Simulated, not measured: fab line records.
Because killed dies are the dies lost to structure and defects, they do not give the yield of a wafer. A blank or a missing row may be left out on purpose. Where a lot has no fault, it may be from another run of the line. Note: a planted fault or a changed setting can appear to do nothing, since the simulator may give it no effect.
Comparing a struck lot with a sound one    flow nand-harc    14 out of 1302 route steps
Sound: these wafers, L908.2, L908.3, L908.5. Wafers struck: L906.2, L906.4, L906.6. At the end, the cause is stated.
Each step with rows lists, per side, the tool, then ch with its chambers, then its first start. Under that, the readings that differ: sound wafers    struck wafers    difference of the means    sigmas: that difference in standard deviations of wafers without a fault.
alike: a reading whose means differ by less than 2 such deviations, as well as words and numbers matching on both sides. not compared: withheld readings; readings where some wafer has no value; bounds like >300 that might hide an equal value; numbers whose values overlap and for which the record gives no deviation.
A row with sigmas, a row that says differs or no value, or rows on one side alone: a step with any of these is where the two part. Non-overlapping numbers with no deviation appear without sigmas and do not part them. A reading missing from all wafers of one side parts the sides only when that side holds two or more wafers.

NHARC_A_CHANNEL_FILL_D2_ALD_02: deposits SiO2, target thk 6 nm, pulse time 10 s, ald cycles 60.
  sound on ald-hk-04 ch 0,1,3, day 18 08:41; struck on ald-hk-02 ch 0,1, day 16 15:13
  alike: heater-power-w, precursor-pulse-height-rel
NHARC_A_CHANNEL_FILL_D2_ALD_03: deposits SiNx, target thk 6 nm, pulse time 60 s, ald cycles 58.
  sound: ald-sin-batch-01 ch 0; struck: ald-sin-batch-01 ch 0
  alike: precursor-pulse-height-rel
then, 2 steps without rows for these wafers: NHARC_A_CHANNEL_FILL_D2_ALD_14 (deposits SiO2, target thk 2.5 nm, pulse time 10 s, ald cycles 25); NHARC_A_CHANNEL_FILL_D2_ALD_15 (deposits SiNx, target thk 2 nm, pulse time 60 s, ald cycles 19).
NHARC_A_CHANNEL_FILL_D2_ALD_16: deposits SiO2, target thk 1.5 nm, pulse time 10 s, ald cycles 15.
  sound on ald-hk-04 ch 1,2, day 18 20:50; struck on ald-hk-01 ch 0,1,3, day 17 03:10
  alike: heater-power-w, precursor-pulse-height-rel
then, 3 steps without rows for these wafers: NHARC_A_CHANNEL_FILL_D2_ANNEAL_17 (time 1800 s); NHARC_A_CHANNEL_FILL_D2_CVD_18 (deposits poly-Si, target thk 3 nm); NHARC_A_CHANNEL_FILL_D2_ETCHBACK_19 (etches the open film in HBr/Cl2, target depth 5 nm, time 1.7 s).
NHARC_A_CHANNEL_FILL_D2_ETCHBACK_20: etches the open film in C4F8/O2/Ar, target depth 27 nm, time 13.5 s.
  sound on rie-diel-02 ch 0,3, day 19 10:22; struck on rie-diel-06 ch 0,1, day 17 14:47
  alike: oes-product-au, rf-vpp-V
  not compared: rf-hours-counter-h
NHARC_A_CHANNEL_FILL_D2_STRIP_28: strips in O2, time 20 s.
  sound on rie-diel-02 ch 0,1,2, day 19 10:27; struck on rie-diel-06 ch 0,1,2, day 17 14:53
reading                sound              struck             difference  sigmas
oes-product-au (a.u.)  0.984 1.012 0.968  1.026 1.013 1.016  +0.030      +3
  alike: drypump-motor-current-A, rf-vpp-V, showerhead-plenum-p-Torr, throttle-valve-pct
  not compared: rf-hours-counter-h
then, 2 steps without rows for these wafers: NHARC_A_CHANNEL_FILL_D2_PRECLEAN_21 (cleans in dHF, time 30 s); NHARC_A_CHANNEL_FILL_D2_SRD_23.
NHARC_A_CHANNEL_FILL_D2_CVD_05: deposits poly-Si, target thk 5 nm.
  sound on lpcvd-poly-02 ch 0, day 19 12:55; struck on lpcvd-poly-04, day 17 17:17
  no value came back on the struck wafers for spike-tc-bottom-C (C), spike-tc-centre-C (C), zone-power-top-pct (%); on the sound wafers spike-tc-bottom-C (C) reads 571.5 573.1 572.5
then, 1 step without rows for these wafers: NHARC_A_CHANNEL_FILL_D2_ANNEAL_22 (time 7200 s).

== WHERE THEY PART ==
Earliest at NHARC_A_CHANNEL_FILL_D2_STRIP_28; latest, in this record, at NHARC_A_CHANNEL_FILL_D2_CVD_05.

WHY: whatever the simulator had introduced
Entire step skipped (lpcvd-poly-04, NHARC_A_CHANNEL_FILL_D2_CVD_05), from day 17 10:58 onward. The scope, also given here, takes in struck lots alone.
